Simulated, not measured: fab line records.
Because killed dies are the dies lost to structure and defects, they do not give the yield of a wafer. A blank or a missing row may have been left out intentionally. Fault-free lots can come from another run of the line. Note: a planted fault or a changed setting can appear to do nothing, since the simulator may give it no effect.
Matching of chambers || flow n5Finfet || rieDiel-03 running N5_BEOL_M5_DESCUM_16: 4 sister chambers
The step chemistry O2, time 7 s. 16 wafers are shown with their chamber, then 8 later ones without.

== EACH WAFER AND ITS CHAMBER ==
{"wafer": "L077.1", "chamber": 0, "showerheadPlenumPTorr (Torr)": 2.16, "throttleValvePct (%)": 20.41, "oesProductAu (a.u.)": 0.71}
{"wafer": "L077.3", "chamber": 3, "showerheadPlenumPTorr (Torr)": 1.93, "throttleValvePct (%)": 20.20, "oesProductAu (a.u.)": 0.77}
{"wafer": "L077.5", "chamber": 0, "showerheadPlenumPTorr (Torr)": 2.16, "throttleValvePct (%)": 20.43, "oesProductAu (a.u.)": 0.70}
{"wafer": "L079.1", "chamber": 2, "showerheadPlenumPTorr (Torr)": 2.18, "throttleValvePct (%)": 20.35, "oesProductAu (a.u.)": 0.74}
{"wafer": "L079.4", "chamber": 1, "showerheadPlenumPTorr (Torr)": 2.17, "throttleValvePct (%)": 20.34, "oesProductAu (a.u.)": 0.73}
{"wafer": "L079.6", "chamber": 1, "showerheadPlenumPTorr (Torr)": 2.17, "throttleValvePct (%)": 20.32, "oesProductAu (a.u.)": 0.73}
{"wafer": "L080.1", "chamber": 2, "showerheadPlenumPTorr (Torr)": 2.18, "throttleValvePct (%)": 20.36, "oesProductAu (a.u.)": 0.74}
{"wafer": "L080.3", "chamber": 0, "showerheadPlenumPTorr (Torr)": 2.16, "throttleValvePct (%)": 20.44, "oesProductAu (a.u.)": 0.70}
{"wafer": "L080.6", "chamber": 2, "showerheadPlenumPTorr (Torr)": 2.18, "throttleValvePct (%)": 20.34, "oesProductAu (a.u.)": 0.74}
{"wafer": "L078.1", "chamber": 0, "showerheadPlenumPTorr (Torr)": 2.16, "throttleValvePct (%)": 20.43, "oesProductAu (a.u.)": 0.70}
{"wafer": "L078.3", "chamber": 2, "showerheadPlenumPTorr (Torr)": 2.18, "throttleValvePct (%)": 20.36, "oesProductAu (a.u.)": 0.74}
{"wafer": "L078.6", "chamber": 2, "showerheadPlenumPTorr (Torr)": 2.18, "throttleValvePct (%)": 20.37, "oesProductAu (a.u.)": 0.73}
{"wafer": "L082.1", "chamber": 1, "showerheadPlenumPTorr (Torr)": 2.17, "throttleValvePct (%)": 20.32, "oesProductAu (a.u.)": 0.74}
{"wafer": "L082.4", "chamber": 3, "showerheadPlenumPTorr (Torr)": 1.93, "throttleValvePct (%)": 20.23, "oesProductAu (a.u.)": 0.76}
{"wafer": "L082.6", "chamber": 1, "showerheadPlenumPTorr (Torr)": 2.17, "throttleValvePct (%)": 20.30, "oesProductAu (a.u.)": 0.74}
{"wafer": "L092.1", "chamber": 1, "showerheadPlenumPTorr (Torr)": 2.16, "throttleValvePct (%)": 20.35, "oesProductAu (a.u.)": 0.71}

SIGNATURES, as means of the wafers listed above
{"reading": "showerheadPlenumPTorr", "chamber 0": 2.1600, "chamber 1": 2.1680, "chamber 2": 2.1800, "chamber 3": 1.9300, "scatter within a chamber": 0.00258}
{"reading": "throttleValvePct", "chamber 0": 20.4275, "chamber 1": 20.3260, "chamber 2": 20.3560, "chamber 3": 20.2150, "scatter within a chamber": 0.0157}
{"reading": "oesProductAu", "chamber 0": 0.7025, "chamber 1": 0.7300, "chamber 2": 0.7380, "chamber 3": 0.7650, "scatter within a chamber": 0.00819}
Rule: distance of a wafer from a chamber = root of the sum over the readings of ((wafer's reading minus chamber's mean) / reading's scatter) squared. The wafer belongs to the nearest chamber; if the next one is less than 2 further off, it can't be placed. The scatter is the square root of a quotient: the sum, over the shown wafers, of each reading's squared deviation from its chamber's mean, divided by wafers minus chambers.

== WAFERS MISSING THEIR CHAMBER ==
{"wafer": "L092.4", "showerheadPlenumPTorr (Torr)": 2.16, "throttleValvePct (%)": 20.34, "oesProductAu (a.u.)": 0.72}
{"wafer": "L092.6", "showerheadPlenumPTorr (Torr)": 2.18, "throttleValvePct (%)": 20.38, "oesProductAu (a.u.)": 0.73}
{"wafer": "L093.1", "showerheadPlenumPTorr (Torr)": 1.92, "throttleValvePct (%)": 20.24, "oesProductAu (a.u.)": 0.74}
{"wafer": "L093.4", "showerheadPlenumPTorr (Torr)": 2.16, "throttleValvePct (%)": 20.33, "oesProductAu (a.u.)": 0.72}
{"wafer": "L093.5", "showerheadPlenumPTorr (Torr)": 2.17, "throttleValvePct (%)": 20.38, "oesProductAu (a.u.)": 0.73}
{"wafer": "L096.2", "showerheadPlenumPTorr (Torr)": 1.91, "throttleValvePct (%)": 20.25, "oesProductAu (a.u.)": 0.73}
{"wafer": "L096.3", "showerheadPlenumPTorr (Torr)": 2.17, "throttleValvePct (%)": 20.40, "oesProductAu (a.u.)": 0.72}
{"wafer": "L096.6", "showerheadPlenumPTorr (Torr)": 2.15, "throttleValvePct (%)": 20.12, "oesProductAu (a.u.)": 0.97}

== WHICH CHAMBER EACH ONE RAN IN ==
{"wafer": "L092.4", "from the rows above": 1, "in truth": 1}
{"wafer": "L092.6", "from the rows above": 2, "in truth": 2}
{"wafer": "L093.1", "from the rows above": 3, "in truth": 3}
{"wafer": "L093.4", "from the rows above": 1, "in truth": 1}
{"wafer": "L093.5", "from the rows above": "can't be placed: 1 or 2", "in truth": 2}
{"wafer": "L096.2", "from the rows above": 3, "in truth": 3}
{"wafer": "L096.3", "from the rows above": "can't be placed: 0 or 1 or 2", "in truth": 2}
{"wafer": "L096.6", "from the rows above": "can't be placed: 1 or 2", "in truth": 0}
Correctly placed: 5 of 8. Can't be placed from these rows: 3 (the true chamber is among the candidates in 2). 0 placed wrongly.
